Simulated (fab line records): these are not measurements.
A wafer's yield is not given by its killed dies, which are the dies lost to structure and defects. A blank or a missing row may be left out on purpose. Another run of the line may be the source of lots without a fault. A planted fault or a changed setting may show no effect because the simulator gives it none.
Problem report in the 8D (eight disciplines) form, filled by code | flow nand harc | the parts of the form that need people (team, actions taken, sign-off) are left out

## 1. PROBLEM STATEMENT
Wafers without a fault read 161.4 sccm, standard deviation 0.46; mfc precursor sccm at NHARC_A_CONTACT_DEP_24 reads a mean of 239.9 sccm on 2 wafers belonging to 2 lots. So: +99 or more standard deviations from the usual mean.
The step: deposits SiO2, target thk 500 nm.
First observed at day 18 21:04: wafer L195.5, on pecvd-02. The record has a number at this step for 37 wafers belonging to 13 lots. Rule for "out", or "out of limits": more than 4 standard deviations from the usual mean. The rest of the wafers with a number are treated as sound.

## 2. WHAT IT IS AND WHAT IT IS NOT
question                    | is                 | is not
which readings at this step | mfc precursor sccm | heater power w, susceptor temp C
which lots                  | L195, L196         | L182, L183, L185, L186, L187, L199, L200, L201, L202, L203, L205
which wafers of those lots  | L195.5, L196.1     | L195.1, L196.6
read on which tools         | pecvd-02           | pecvd-01, pecvd-04
when                        | from day 18 21:04  | up to then (16 sound wafers); but 19 sound wafers of L196, L199, L200, L201, L202, L203, L205 came after

## 3. WHAT RULES OUT EACH SUSPECT
Counting: any tool at a process step up to the reading remains a suspect provided it ran every lot that is out. Sound lots after the first of them don't rule it out here, since some wafers of a struck lot are sound.
- cvd w-01 at NHARC_A_WL_FILL_CVD_03 (deposits W, target thk 40 nm, time 3302 s): kept. It ran every lot that is out, first L195 (day 17 16:56); its last sound lot up to then is L185 (day 15 14:48).
- rie si-03 at NHARC_A_WL_FILL_ETCHBACK_26 (etches the open film in HBr, target depth 52 nm, time 13.3 s): kept. It ran every lot that is out, first L195 (day 18 12:37); its last sound lot up to then is L185 (day 16 13:12).
- pecvd-02 at NHARC_A_CONTACT_DEP_24 (deposits SiO2, target thk 500 nm): kept. It ran every lot that is out, first L195 (day 18 21:04); its last sound lot up to then is L187 (day 16 20:59). Out on those wafers are its own readings of mfc precursor sccm.
- Within pecvd-02 at NHARC_A_CONTACT_DEP_24: the wafers that are out ran in chamber 2; their sound lot-mates ran in chambers 0, 1.
After the count, these remain: cvd w-01 at NHARC_A_WL_FILL_CVD_03, rie si-03 at NHARC_A_WL_FILL_ETCHBACK_26 and pecvd-02 at NHARC_A_CONTACT_DEP_24.

## 4. THE CAUSE (what the simulator had put in)
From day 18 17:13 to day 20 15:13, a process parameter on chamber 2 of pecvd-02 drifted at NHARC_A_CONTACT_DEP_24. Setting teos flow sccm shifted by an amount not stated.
Counting leaves 3 suspects; this tool is one of them.

## 5. THE CHAIN OF EFFECTS, in route order
Each row: a reading whose mean over the struck wafers that have a number lies more than 3 standard deviations from the usual. Readings are gone through only where the record gives a usual standard deviation; hours: the median, over the lots, of the time from a lot's start at the first step in this table giving one to that lot's start at this step; sigmas: the change measured in usual standard deviations.
hours | step                   | reading            | usual      | on struck wafers | change | sigmas
0     | NHARC_A_CONTACT_DEP_24 | mfc precursor sccm | 161.4 sccm | 239.9            | +78.5  | +99 or more
Its process steps:
- NHARC_A_CONTACT_DEP_24: deposits SiO2, target thk 500 nm.
At these later measuring or inspecting steps, every struck wafer for which the step has a row has a number for every such reading, and none has moved that far: NHARC_END_SORT_01.

## 6. HOW IT WOULD HAVE BEEN CAUGHT EARLIER
First out-of-limits reading in this record: day 18 21:04, which is 4 hours after fault onset at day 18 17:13.
